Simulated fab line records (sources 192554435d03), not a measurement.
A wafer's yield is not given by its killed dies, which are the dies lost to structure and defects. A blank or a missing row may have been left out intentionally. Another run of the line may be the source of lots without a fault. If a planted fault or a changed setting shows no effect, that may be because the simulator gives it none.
A lot that was struck, set against a sound lot ; flow n5_finfet ; 16 out of 1938 route steps
Sound: the wafers L379.1, L379.4, L379.6. Struck: wafer L390.3 (L390.1, L390.2, from the same lot, were not struck and are left out); the cause is given at the end.
Per side, at each step with rows, come the tool, then ch with its chambers, and then its first start. Under that, the readings that differ: sound wafers ; struck wafers ; difference of the means ; sigmas: that difference in standard deviations of wafers without a fault.
alike: same words and numbers on both sides, and readings whose means sit less than 2 such deviations apart. not compared: any withheld reading, any reading some wafer has no value for, any bound like >300 that may hide the same value, and any number with overlapping values for which the record gives no deviation.
Wherever a step has rows on one side only, a row that says differs or no value, or a row with sigmas, the two part there. When numbers do not overlap yet have no deviation, they are printed without sigmas and do not part them. A reading that every wafer of one side lacks parts them only if that side has two wafers or more.

first, 9 steps without rows for these wafers: N5_BEOL_M7_COAT_63 (time 60 s, resist thk 60 nm); N5_BEOL_M7_COAT_64 (time 60 s, resist thk 12 nm); N5_BEOL_M7_COAT_71 (time 60 s, resist thk 5 nm); N5_BEOL_M7_COAT_22 (resist thk 30 nm); N5_BEOL_M7_EBR_24; N5_BEOL_M7_SOFTBAKE_23 (time 60 s); N5_BEOL_M7_EXPOSE_25 (exposes mask V6, target cd 40 nm); N5_BEOL_M7_PEB_26 (peb time 60 s); N5_BEOL_M7_DEVELOP_27 (develop time 30 s).
N5_BEOL_M7_CD_MEAS_28: target cd 40 nm.
  sound on cd_sem-03 ch 0, day 10 16:01; struck on cd_sem-03 ch 0, day 13 19:34
  alike: cd_nm
N5_BEOL_M7_OVL_MEAS_29:
  sound on overlay-02 ch 0, day 10 16:02; struck on overlay-02 ch 0, day 13 19:35
  alike: V6_OVL
N5_BEOL_M7_INSPECT_30: inspects for defects (brightfield).
  struck on defect_inspect-01, day 13 19:39; sound on defect_inspect-02, day 10 16:06
  alike: raw_defect_count
N5_BEOL_M7_DESCUM_33: chemistry O2, time 7 s.
  sound on rie_diel-05 ch 0,3, day 10 16:08; struck on rie_diel-02 ch 3, day 13 19:51
reading;sound;struck;difference;sigmas
rf_vpp_V (V);245.3 243.9 244.6;240.8;-3.8;-3
showerhead_plenum_p_Torr (Torr);2.19 2.17 2.19;2.01;-0.17;-2
model.CAR-EUV_of_BEOL_M7_COAT_22.thk_nm (nm);26.2 26.2 26.2;25.4;-0.8;
  alike: bias_power_w, drypump_motor_current_A, oes_product_au, throttle_valve_pct
  not compared: rf_hours_counter_h
N5_BEOL_M7_ETCH_72: etches underlayer in N2/H2, target depth 6.5 nm, time 5.2 s.
  sound on rie_diel-05 ch 0,3, day 10 16:10; struck on rie_diel-02 ch 3, day 13 19:53
reading;sound;struck;difference;sigmas
etch_rf_on_time_s (s);5.39 5.39 5.38;5.18;-0.21;-2
showerhead_plenum_p_Torr (Torr);2.65 2.65 2.65;2.46;-0.19;-2
  alike: drypump_motor_current_A, oes_product_au, rf_vpp_V, throttle_valve_pct
  not compared: rf_hours_counter_h
N5_BEOL_M7_ETCH_65: etches SiARC in CF4, target depth 15.6 nm, time 26 s.
  sound on rie_diel-05 ch 0,3, day 10 16:11; struck on rie_diel-02 ch 3, day 13 19:54
reading;sound;struck;difference;sigmas
etch_rf_on_time_s (s);26.5 26.4 26.6;25.5;-1.0;-2
showerhead_plenum_p_Torr (Torr);2.22 2.22 2.22;2.07;-0.15;-2
model.CAR-EUV_of_BEOL_M7_COAT_22.thk_nm (nm);11.2 11.2 11.2;10.4;-0.8;
  alike: drypump_motor_current_A, oes_product_au, rf_vpp_V, throttle_valve_pct
  not compared: rf_hours_counter_h
N5_BEOL_M7_ETCH_66: etches SOC in N2/H2, target depth 80 nm, overetch 16 nm, time 120 s.
  sound on rie_diel-05 ch 0,3, day 10 16:13; struck on rie_diel-02 ch 3, day 13 19:56
reading;sound;struck;difference;sigmas
showerhead_plenum_p_Torr (Torr);2.65 2.65 2.65;2.46;-0.19;-2
  alike: drypump_motor_current_A, oes_product_au, rf_vpp_V, throttle_valve_pct
  not compared: rf_hours_counter_h

WHERE THEY PART
Last at N5_BEOL_M7_ETCH_66 as far as this record goes, first at N5_BEOL_M7_DESCUM_33.

WHY: the cause the simulator had injected
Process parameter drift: rie_diel-02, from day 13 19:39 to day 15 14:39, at N5_BEOL_M7_DESCUM_33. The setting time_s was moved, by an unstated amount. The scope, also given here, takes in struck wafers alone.
